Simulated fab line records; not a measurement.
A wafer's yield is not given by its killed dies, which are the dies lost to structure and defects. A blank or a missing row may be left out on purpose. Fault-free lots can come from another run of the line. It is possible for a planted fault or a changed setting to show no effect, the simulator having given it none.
Matching of chambers ; flow nandHarc ; rieDiel-07 running NHARC_HYBRID_BOND_ACTIVATE_00: 4 sister chambers
The step chemistry N2, time 60 s. 4 wafers are shown with their chamber, then 7 later ones without.

## EACH WAFER AND ITS CHAMBER
wafer;chamber;drypumpMotorCurrentA (A)
L248.2;2;5.1
L248.3;1;5.8
L249.2;0;5.3
L249.3;3;5.5

## WAFERS WITHOUT THEIR CHAMBER
wafer;drypumpMotorCurrentA (A)
L249.4;5.9
L257.1;5.1
L257.4;5.9
L257.5;5.9
L259.1;5.5
L259.4;5.1
L259.5;5.3

## WHICH CHAMBER EACH ONE RAN IN
wafer;from the rows above;in truth
L249.4;1;1
L257.1;2;2
L257.4;1;1
L257.5;1;1
L259.1;3;3
L259.4;2;2
L259.5;0;0
7 of 7 placed correctly. Left unplaced by these rows: 0. 0 placed wrongly.
How it was worked out, from the rows above alone: a wafer's distance from a chamber is the root of the sum, over the readings, of the square of ((its reading less the chamber's mean) divided by the reading's scatter). The wafer belongs to the nearest chamber; if the next one is less than 2 further off, it can't be placed. A chamber's mean is the mean of its shown wafers. The scatter: with one shown wafer a chamber, the root of the mean of the squares of how far each hidden wafer lies from its nearest shown one.
